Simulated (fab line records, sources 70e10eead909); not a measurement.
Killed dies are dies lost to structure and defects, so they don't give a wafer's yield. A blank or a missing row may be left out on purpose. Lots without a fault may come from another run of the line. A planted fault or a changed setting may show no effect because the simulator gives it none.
Chamber matching | flow nand_harc | NHARC_A_STAIRCASE_ETCH_253 on rie_diel-05: 4 sister chambers
The step etches the open film in C4F8/O2, target depth 50 nm, time 20.2 s. 16 wafers are shown with their chamber, then 8 later ones without.

WAFERS WITH THEIR CHAMBER
wafer  | chamber | rf_vpp_V (V) | oes_product_au (a.u.) | bias_w (W)
L074.4 | 3       | 899          | 0.933                 | 998.9
L074.5 | 2       | 898          | 0.938                 | 998.5
L074.6 | 3       | 897          | 0.926                 | 1005.4
L082.1 | 3       | 898          | 0.945                 | 998.6
L082.4 | 1       | 896          | 0.938                 | 999.8
L082.6 | 3       | 898          | 0.948                 | 998.5
L083.2 | 3       | 898          | 0.976                 | 1001.0
L083.3 | 0       | 904          | 0.961                 | 1005.4
L083.5 | 1       | 894          | 0.943                 | 1004.7
L084.2 | 2       | 896          | 0.962                 | 998.3
L084.3 | 3       | 896          | 0.966                 | 997.6
L084.6 | 1       | 892          | 0.947                 | 1002.5
L085.1 | 0       | 904          | 0.954                 | 1001.0
L085.3 | 3       | 898          | 0.964                 | 999.9
L085.4 | 2       | 897          | 0.979                 | 1006.0
L091.1 | 3       | 896          | 0.934                 | 1003.2

SIGNATURES (means of the wafers above)
reading        | chamber 0 | chamber 1 | chamber 2 | chamber 3 | scatter within a chamber
rf_vpp_V       | 904.00    | 894.00    | 897.00    | 897.50    | 1.22
oes_product_au | 0.95750   | 0.94267   | 0.95967   | 0.94900   | 0.0163
bias_w         | 1003.200  | 1002.333  | 1000.933  | 1000.388  | 3.04
Rule: a wafer's distance from a chamber is the root of the sum, over the readings, of the square of ((its reading less the chamber's mean) divided by the reading's scatter). The wafer belongs to the nearest chamber; if the next one is less than 2 further off, it can't be placed. The scatter: the root of (the sum of the squares of (reading less its chamber's mean) over the shown wafers, divided by (wafers less chambers)).

WAFERS WITHOUT THEIR CHAMBER
wafer  | rf_vpp_V (V) | oes_product_au (a.u.) | bias_w (W)
L091.2 | 904          | 0.927                 | 1004.0
L091.6 | 903          | 0.937                 | 1001.1
L092.3 | 893          | 0.978                 | 994.6
L092.4 | 904          | 0.972                 | 998.6
L092.5 | 897          | 0.944                 | 998.5
L093.3 | 896          | 0.972                 | 1001.8
L093.4 | 904          | 0.973                 | 997.7
L093.5 | 904          | 0.974                 | 1000.0

WHICH CHAMBER EACH WENT THROUGH
wafer  | from the rows above          | in truth
L091.2 | 0                            | 0
L091.6 | 0                            | 0
L092.3 | can't be placed: 1 or 2 or 3 | 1
L092.4 | 0                            | 0
L092.5 | can't be placed: 3 or 2 or 1 | 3
L093.3 | can't be placed: 2 or 3 or 1 | 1
L093.4 | 0                            | 0
L093.5 | 0                            | 0
Placed correctly: 5 of 8. Can't be placed from these rows: 3 (the true chamber is among the candidates in 3). Placed wrongly: 0.
